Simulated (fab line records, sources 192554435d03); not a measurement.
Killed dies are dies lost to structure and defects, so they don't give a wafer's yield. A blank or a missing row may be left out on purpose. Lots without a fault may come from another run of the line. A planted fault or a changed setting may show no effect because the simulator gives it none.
Chamber matching | flow n5_finfet | N5_MOL_CONTACT_COAG_ALD_131 on ald_sin-03: 4 sister chambers
The step deposits SiO2, target thk 5 nm, pulse time 1 s, co reactant pulse time 1 s. 18 wafers are shown with their chamber, then 9 later ones without.

WAFERS WITH THEIR CHAMBER
wafer  | chamber | heater_power_w (W) | heater_power_outer_w (W) | susceptor_temp_C (C)
L074.2 | 0       | 91                 | 50                       | 100.08
L074.4 | 1       | 73                 | 42                       | 99.93
L074.6 | 1       | 76                 | 41                       | 100.02
L078.1 | 0       | 90                 | 48                       | 100.02
L078.3 | 1       | 75                 | 41                       | 99.91
L078.4 | 2       | 81                 | 44                       | 99.78
L079.1 | 0       | 90                 | 50                       | 100.06
L079.3 | 2       | 80                 | 45                       | 99.97
L079.4 | 1       | 76                 | 41                       | 100.03
L082.4 | 0       | 92                 | 49                       | 99.96
L082.5 | 3       | 87                 | 42                       | 99.92
L082.6 | 0       | 90                 | 49                       | 99.89
L086.1 | 1       | 75                 | 41                       | 100.04
L086.3 | 2       | 80                 | 47                       | 100.16
L086.5 | 3       | 86                 | 39                       | 99.82
L089.4 | 0       | 91                 | 48                       | 99.99
L089.5 | 3       | 85                 | 41                       | 99.94
L089.6 | 2       | 81                 | 46                       | 99.90

SIGNATURES (means of the wafers above)
reading              | chamber 0 | chamber 1 | chamber 2 | chamber 3 | scatter within a chamber
heater_power_w       | 90.67     | 75.00     | 80.50     | 86.00     | 0.939
heater_power_outer_w | 49.00     | 41.20     | 45.50     | 40.67     | 1.02
susceptor_temp_C     | 100.0000  | 99.9860   | 99.9525   | 99.8933   | 0.0938
Rule: a wafer's distance from a chamber is the root of the sum, over the readings, of the square of ((its reading less the chamber's mean) divided by the reading's scatter). The wafer belongs to the nearest chamber; if the next one is less than 2 further off, it can't be placed. The scatter: the root of (the sum of the squares of (reading less its chamber's mean) over the shown wafers, divided by (wafers less chambers)).

WAFERS WITHOUT THEIR CHAMBER
wafer  | heater_power_w (W) | heater_power_outer_w (W) | susceptor_temp_C (C)
L093.2 | 81                 | 46                       | 100.13
L093.3 | 91                 | 50                       | 99.85
L093.5 | 74                 | 42                       | 99.96
L094.1 | 91                 | 49                       | 99.99
L094.5 | 82                 | 45                       | 99.91
L094.6 | 75                 | 43                       | 100.05
L097.2 | 75                 | 41                       | 99.93
L097.3 | 79                 | 46                       | 99.86
L097.5 | 85                 | 41                       | 100.19

WHICH CHAMBER EACH WENT THROUGH
wafer  | from the rows above | in truth
L093.2 | 2                   | 2
L093.3 | 0                   | 0
L093.5 | 1                   | 1
L094.1 | 0                   | 0
L094.5 | 2                   | 2
L094.6 | 1                   | 1
L097.2 | 1                   | 1
L097.3 | 2                   | 2
L097.5 | 3                   | 3
Placed correctly: 9 of 9. Can't be placed from these rows: 0. Placed wrongly: 0.
